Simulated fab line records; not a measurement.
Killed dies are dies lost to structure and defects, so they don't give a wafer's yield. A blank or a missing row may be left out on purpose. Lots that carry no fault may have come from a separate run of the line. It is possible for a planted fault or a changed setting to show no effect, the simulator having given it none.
Which of the tools did it? + flow n5Finfet + 30 wafers from 10 lots sampled at 4 of the route's 1938 steps

== WHAT EACH GAUGE READ, for each wafer ==
N5_BEOL_M15_INSPECT_55: inspects for defects (darkfield).
| lot  | measured     | on               | rawDefectCount |
|------|--------------|------------------|----------------|
| L997 | day 11 19:55 | defectInspect-02 | 111 80 187     |
| L100 | day 13 12:36 | defectInspect-01 | 63 94 75       |
| L101 | day 13 17:17 | defectInspect-02 | 105 98 81      |
| L102 | day 14 13:14 | defectInspect-01 | 61 64 52       |
| L107 | day 15 07:35 | defectInspect-02 | 84 67 99       |
| L114 | day 16 11:22 | defectInspect-02 | 63 84 72       |
| L112 | day 16 14:14 | defectInspect-02 | 80 91 1020     |
| L115 | day 17 10:38 | defectInspect-02 | 61 63 73       |
| L118 | day 18 03:32 | defectInspect-01 | 68 55 30       |
| L117 | day 18 17:34 | defectInspect-02 | 82 81 71       |

== TOOL THAT RAN EACH LOT (tool first, then ch and the chambers of the sampled wafers, then the start) ==
| lot  | N5_BEOL_M15_STRIP_37                         | N5_BEOL_M15_ANNEAL_48           | N5_BEOL_M15_DEP_53              |
|------|----------------------------------------------|---------------------------------|---------------------------------|
| L997 | rieDiel-03 ch 0,2,3, day 11 19:13 or earlier | rtpAnneal-02 ch 0, day 11 19:13 | pecvd-01 ch 1,2, day 11 19:50   |
| L100 | rieDiel-05 ch 1,3, day 13 11:53 or earlier   | rtpAnneal-01 ch 0, day 13 11:53 | pecvd-03 ch 0,2, day 13 12:31   |
| L101 | rieDiel-06 ch 1,3, day 13 16:35 or earlier   | rtpAnneal-02 ch 0, day 13 16:35 | pecvd-04 ch 0,1,2, day 13 17:11 |
| L102 | rieDiel-06 ch 0,1, day 14 12:34 or earlier   | rtpAnneal-02 ch 0, day 14 12:34 | pecvd-01 ch 0,1, day 14 13:08   |
| L107 | rieDiel-06 ch 1,2,3, day 15 06:59 or earlier | rtpAnneal-02 ch 0, day 15 06:59 | pecvd-01 ch 0,1,2, day 15 07:31 |
| L114 | rieDiel-05 ch 0,1, day 16 10:36 or earlier   | rtpAnneal-02 ch 0, day 16 10:36 | pecvd-03 ch 0,1, day 16 11:16   |
| L112 | rieDiel-05 ch 2,3, day 16 13:29 or earlier   | rtpAnneal-01 ch 0, day 16 13:29 | pecvd-01 ch 0,1,2, day 16 14:09 |
| L115 | rieDiel-03 ch 0,1,3, day 17 09:53 or earlier | rtpAnneal-01 ch 0, day 17 09:53 | pecvd-03 ch 0,1,2, day 17 10:33 |
| L118 | rieDiel-05 ch 2,3, day 18 02:46 or earlier   | rtpAnneal-01 ch 0, day 18 02:46 | pecvd-04 ch 0,2, day 18 03:25   |
| L117 | rieDiel-05 ch 2,3, day 18 16:56 or earlier   | rtpAnneal-02 ch 0, day 18 16:56 | pecvd-03 ch 0,1,2, day 18 17:29 |
- N5_BEOL_M15_STRIP_37: strips in O2.
- N5_BEOL_M15_ANNEAL_48: time 90 s.
- N5_BEOL_M15_DEP_53: deposits SiCN from 3MS/NH3, target thk 50 nm, time 17.8 s.

== THE ANSWER, worked out from the rows above alone ==
Rule: the usual values come from the lots themselves. The widest of any qualifying gaps counts: lots, ordered by their means at a reading, are off when they make up no more than a third of the lots, leave a main group of 4 or more, and stand apart from it by 3 or more times the standard deviation of that group's means. If all means in a main group match to the digits the tables above print for the reading, that group is not used. A lot without any number at a reading at which 4 lots or more have one is off too. The other lots that the step has rows for count as sound.
Off: L112, at N5_BEOL_M15_INSPECT_55 (rawDefectCount). The main group: mean 79, standard deviation 21.
A tool fits if, at a process step before that reading, it ran every lot that is off, and no sound lot after the first of them. Those tools and the gauges at N5_BEOL_M15_INSPECT_55 are tried in the same way. With no start given for some of its lots, N5_BEOL_M15_STRIP_37 uses the hours and lot order of N5_BEOL_M15_ANNEAL_48. One fits: pecvd-01 at N5_BEOL_M15_DEP_53. Its last sound lot is L107 (day 15 07:31), its first lot that is off L112 (day 16 14:09): a fault that began between those two fits.

== WHAT THE SIMULATOR HAD PUT IN ==
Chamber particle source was pecvd-01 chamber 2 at N5_BEOL_M15_DEP_53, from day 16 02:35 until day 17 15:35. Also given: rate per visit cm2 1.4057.
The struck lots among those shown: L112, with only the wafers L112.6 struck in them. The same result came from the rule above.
